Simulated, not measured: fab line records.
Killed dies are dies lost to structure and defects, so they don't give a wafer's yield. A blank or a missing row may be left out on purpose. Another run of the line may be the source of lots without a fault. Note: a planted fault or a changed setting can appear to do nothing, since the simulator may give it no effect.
Check of tool commonality ; flow n5 finfet ; 27 wafers sampled across 9 lots

== WHY THIS WAS OPENED ==
On 2 of the 9 lots, a flag is raised at N5_BEOL_M3_INSPECT_59 on the reading raw defect count. Fault-free wafers read 74, with a standard deviation of 23.
Rule: flag the lot when none of its wafers has a number, or when each of its wafers that has one lies beyond 4 standard deviations from that mean. All remaining lots are regarded as sound.

lot;measured;on;raw defect count, wafer by wafer;flag
L838;day 8 04:17;defect inspect-01;87 109 58;
L843;day 10 06:55;defect inspect-01;39 35 40;
L845;day 10 09:27;defect inspect-02;79 83 80;
L846;day 10 12:47;defect inspect-02;74 79 60;
L848;day 10 15:54;defect inspect-01;76 73 73;
L847;day 10 20:43;defect inspect-01;87 93 65;
L856;day 12 22:32;defect inspect-02;1106 1072 1059;FLAGGED
L857;day 13 07:17;defect inspect-01;1073 1068 1024;FLAGGED
L858;day 13 11:44;defect inspect-02;45 49 49;
Average over the flagged lots: 1067; offset from the usual +993, equal to +43 standard deviations.

== TOOL THAT RAN EACH LOT ==
The record holds 3 process steps before the reading, out of a route of 1938 steps. Every cell lists first the tool, next ch and the chambers used by the sampled wafers, and last the start.
lot;flag;N5_BEOL_M3_ANNEAL_91;N5_BEOL_M3_SPUTTER_92;N5_BEOL_M3_DEP_57
L838;;pvd sputter-01, day 8 02:38;pvd sputter-01, day 8 02:47;pecvd-02 ch 0,1,2, day 8 04:12
L843;;pvd sputter-01, day 10 05:05;pvd sputter-01, day 10 05:13;pecvd-02 ch 0,1,2, day 10 06:50
L845;;pvd sputter-01, day 10 07:48;pvd sputter-01, day 10 07:56;pecvd-02 ch 1,2, day 10 09:22
L846;;pvd sputter-02, day 10 11:07;pvd sputter-02, day 10 11:16;pecvd-02 ch 0,1,2, day 10 12:41
L848;;pvd sputter-01, day 10 14:15;pvd sputter-01, day 10 14:23;pecvd-02 ch 0,1,2, day 10 15:49
L847;;pvd sputter-02, day 10 19:03;pvd sputter-02, day 10 19:11;pecvd-02 ch 0,1,2, day 10 20:37
L856;FLAGGED;pvd sputter-01, day 12 19:34;pvd sputter-01, day 12 19:42;pecvd-02 ch 0,1,2, day 12 22:26
L857;FLAGGED;pvd sputter-02, day 13 05:38;pvd sputter-02, day 13 05:47;pecvd-02 ch 0,1,2, day 13 07:12
L858;;pvd sputter-03, day 13 09:50;pvd sputter-03, day 13 09:59;pecvd-01 ch 0,2, day 13 11:38
What is done by these steps:
- N5_BEOL_M3_ANNEAL_91: time 240 s.
- N5_BEOL_M3_SPUTTER_92: material Cu, target thk 4.5 nm, time 8.29 s.
- N5_BEOL_M3_DEP_57: deposits SiCN from 3MS/NH3, target thk 8 nm, time 14 s.
- N5_BEOL_M3_INSPECT_59: inspects for defects (darkfield).

== FLAGGED AGAINST TOTAL, ONE TOOL AT A TIME (gauges that did the reading follow at the end) ==
step;tool;lots run;flagged;share of the flagged lots;sound lots run after its first flagged lot
N5_BEOL_M3_ANNEAL_91;pvd sputter-01;5;1;some;0
N5_BEOL_M3_ANNEAL_91;pvd sputter-02;3;1;some;0
N5_BEOL_M3_ANNEAL_91;pvd sputter-03;1;0;none;-
N5_BEOL_M3_SPUTTER_92;pvd sputter-01;5;1;some;0
N5_BEOL_M3_SPUTTER_92;pvd sputter-02;3;1;some;0
N5_BEOL_M3_SPUTTER_92;pvd sputter-03;1;0;none;-
N5_BEOL_M3_DEP_57;pecvd-01;1;0;none;-
N5_BEOL_M3_DEP_57;pecvd-02;8;2;all;0
N5_BEOL_M3_INSPECT_59;defect inspect-01;5;1;some;0
N5_BEOL_M3_INSPECT_59;defect inspect-02;4;1;some;1 (L858)

== WHAT IS ALLOWED BY THE TABLE ==
1 row of the table ran every flagged lot: pecvd-02 at N5_BEOL_M3_DEP_57.
- pecvd-02 at N5_BEOL_M3_DEP_57 ran 8 lots, 2 of them flagged. Its last sound lot is L847 (day 10 20:37), its first flagged lot L856 (day 12 22:26): a fault that began between those two fits.
Just one tool remains: pecvd-02 at N5_BEOL_M3_DEP_57.

== WHAT WAS PUT IN BY THE SIMULATOR ==
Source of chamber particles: pecvd-02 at N5_BEOL_M3_DEP_57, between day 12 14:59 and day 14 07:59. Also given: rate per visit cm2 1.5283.
Struck lots among those shown: L856, L857. The same result came from the rule above.
